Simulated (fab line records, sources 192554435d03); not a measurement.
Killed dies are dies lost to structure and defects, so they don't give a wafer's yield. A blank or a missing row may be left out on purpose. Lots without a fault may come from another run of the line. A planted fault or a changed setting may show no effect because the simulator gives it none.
Split-lot experiment | flow n5_finfet | 7 lots, 39 wafers read, on a route of 1938 steps

THE SPLIT
At N5_GATE_CUT_ALD_22 (deposits SiNx, target thk 16 nm, pulse time 1 s, ald cycles 320), the setting ald_cycles was moved away from the recipe's 320 on 15 of the 39 wafers read, by -55.0% to +55.3%. The other wafers ran this setting at the recipe's value.

The reading is taken at the split's own step.

THE READING
SiNx_of_GATE_CUT_ALD_22.thk_nm (the simulator's own value, which no gauge read), in nm, at N5_GATE_CUT_ALD_22 (deposits SiNx, target thk 16 nm, pulse time 1 s, ald cycles 320). The file gives no usual value for it. The 24 wafers here that ran the recipe average 16.0 nm, standard deviation 0.081 nm.

wafer  | tool, chamber at the split | ald_cycles as run | against the recipe | SiNx_of_GATE_CUT_ALD_22.thk_nm, nm | against lot-mates on the recipe
L081.1 | ald_sin-03, 2,3,0          | 320               | recipe             | 16                                 | -
L081.2 | ald_sin-03, 2,3,0          | 320               | recipe             | 16                                 | -
L081.4 | ald_sin-03, 2,3,0          | 320               | recipe             | 16                                 | -
L081.3 | ald_sin-03, 0,2            | 478               | +49.4%             | 24                                 | +8.0
L081.5 | ald_sin-03, 0,2            | 478               | +49.4%             | 24                                 | +8.0
L081.6 | ald_sin-03, 3              | 478               | +49.4%             | 23.8                               | +7.8
L086.1 | ald_sin-01, 1              | 320               | recipe             | 16.2                               | -
L086.2 | ald_sin-01, 0,1            | 497               | +55.3%             | 25                                 | +8.9
L086.5 | ald_sin-01, 0,1            | 497               | +55.3%             | 25                                 | +8.9
L086.3 | ald_sin-01, 3              | 497               | +55.3%             | 24.8                               | +8.7
L086.4 | ald_sin-01, 2              | 320               | recipe             | 16                                 | -
L086.6 | ald_sin-01, 2              | 320               | recipe             | 16                                 | -
L090.1 | ald_sin-01, 1,3,0          | 144               | -55.0%             | 7.2                                | -8.8
L090.2 | ald_sin-01, 1,3,0          | 144               | -55.0%             | 7.2                                | -8.8
L090.5 | ald_sin-01, 1,3,0          | 144               | -55.0%             | 7.2                                | -8.8
L090.3 | ald_sin-01, 2,0,1          | 320               | recipe             | 16                                 | -
L090.4 | ald_sin-01, 2,0,1          | 320               | recipe             | 16                                 | -
L090.6 | ald_sin-01, 2,0,1          | 320               | recipe             | 16                                 | -
L092.1 | ald_sin-03, 1,3            | 320               | recipe             | 16                                 | -
L092.3 | ald_sin-03, 1,3            | 320               | recipe             | 16                                 | -
L092.4 | ald_sin-03, 0              | 320               | recipe             | 16.2                               | -
L095.1 | ald_sin-01, 0,1,1          | 320               | recipe             | 16.2                               | -
L095.2 | ald_sin-01, 0,1,1          | 320               | recipe             | 16.2                               | -
L095.6 | ald_sin-01, 0,1,1          | 320               | recipe             | 16.2                               | -
L095.3 | ald_sin-01, 3,2,0          | 320               | recipe             | 16                                 | -
L095.4 | ald_sin-01, 3,2,0          | 320               | recipe             | 16                                 | -
L095.5 | ald_sin-01, 3,2,0          | 320               | recipe             | 16                                 | -
L096.1 | ald_sin-02, 3,1,3          | 320               | recipe             | 16                                 | -
L096.4 | ald_sin-02, 3,1,3          | 320               | recipe             | 16                                 | -
L096.6 | ald_sin-02, 3,1,3          | 320               | recipe             | 16                                 | -
L096.2 | ald_sin-02, 2,0,2          | 471               | +47.2%             | 23.6                               | +7.6
L096.3 | ald_sin-02, 2,0,2          | 471               | +47.2%             | 23.6                               | +7.6
L096.5 | ald_sin-02, 2,0,2          | 471               | +47.2%             | 23.6                               | +7.6
L097.1 | ald_sin-01, 0,1,1          | 191               | -40.3%             | 9.6                                | -6.4
L097.2 | ald_sin-01, 0,1,1          | 191               | -40.3%             | 9.6                                | -6.4
L097.6 | ald_sin-01, 0,1,1          | 191               | -40.3%             | 9.6                                | -6.4
L097.3 | ald_sin-01, 3,2,0          | 320               | recipe             | 16                                 | -
L097.4 | ald_sin-01, 3,2,0          | 320               | recipe             | 16                                 | -
L097.5 | ald_sin-01, 3,2,0          | 320               | recipe             | 16                                 | -
Where a row lists several chambers, the file gives one row for several wafers and doesn't say which wafer went through which chamber.

THE FIT
A straight line over all 39 wafers: SiNx_of_GATE_CUT_ALD_22.thk_nm changes by +0.16 nm for each +1% of ald_cycles; r = +1.00; the points scatter about the line by 0.077 nm.
The same after taking each lot's own level away (the mean of its wafers on the recipe; 39 wafers): +0.16 nm for each +1%; r = +1.00; scatter 0.07 nm.
On that fit, the largest move of ald_cycles shifts the reading by 8.9 nm.
The lots' own levels span 16.00 to 16.10 nm, that is 1.2 times the standard deviation above.
So the lot-to-lot level changes the slope little: the two slopes agree.
Check: with one of the wafers moved furthest among these (+55.3%) left out of the fit, the line predicts +8.86 nm for it against its lot-mates. It came out at +8.93 nm against them.

OTHER SPLITS ON THESE WAFERS
These wafers also went through other splits before the reading. Each is held against what the fit with the lots' levels taken away leaves over:
other split on the same wafers       | wafers away from the commonest value | r with SiNx_of_GATE_CUT_ALD_22.thk_nm (lot level and that fit taken away)
N5_ZERO_LAYER_PECVD_02 time_s        | 18                                   | +0.01
N5_FIN_SAQP_PECVD_06 time_s          | 15                                   | +0.08
N5_SD_EPI_N_EPI_21 epi_growth_time_s | 15                                   | +0.23
N5_HKMG_FIN_DESCUM_17 time_s         | 15                                   | -0.17

THE WHOLE CHAIN: every reading that the file lists as answering this split, in the file's order
step               | what it does                                                    | reading                                                                         | change (the file's fit)                                                           | r (the file's)
N5_GATE_CUT_ALD_22 | deposits SiNx, target thk 16 nm, pulse time 1 s, ald cycles 320 | SiNx_of_GATE_CUT_ALD_22.thk_nm (the simulator's own value, which no gauge read) | +0.16 nm for each +1% of the setting                                              | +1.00
N5_GATE_CUT_CMP_23 | polishes, stops on SiO2, t overpolish 23.4 s, target thk 16 nm  | time_to_endpoint_s                                                              | withheld for each +1% of the setting                                              | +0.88
N5_GATE_CUT_CMP_23 | polishes, stops on SiO2, t overpolish 23.4 s, target thk 16 nm  | SiNx_of_GATE_CUT_ALD_22.thk_nm (the simulator's own value, which no gauge read) | not straight: 7.2 at the lowest setting, 16.04 at the recipe, 17.4 at the highest | not given

THE FILE'S OWN FIT
SiNx_of_GATE_CUT_ALD_22.thk_nm changes by +0.16 nm for each +1% of ald_cycles, r = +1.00.
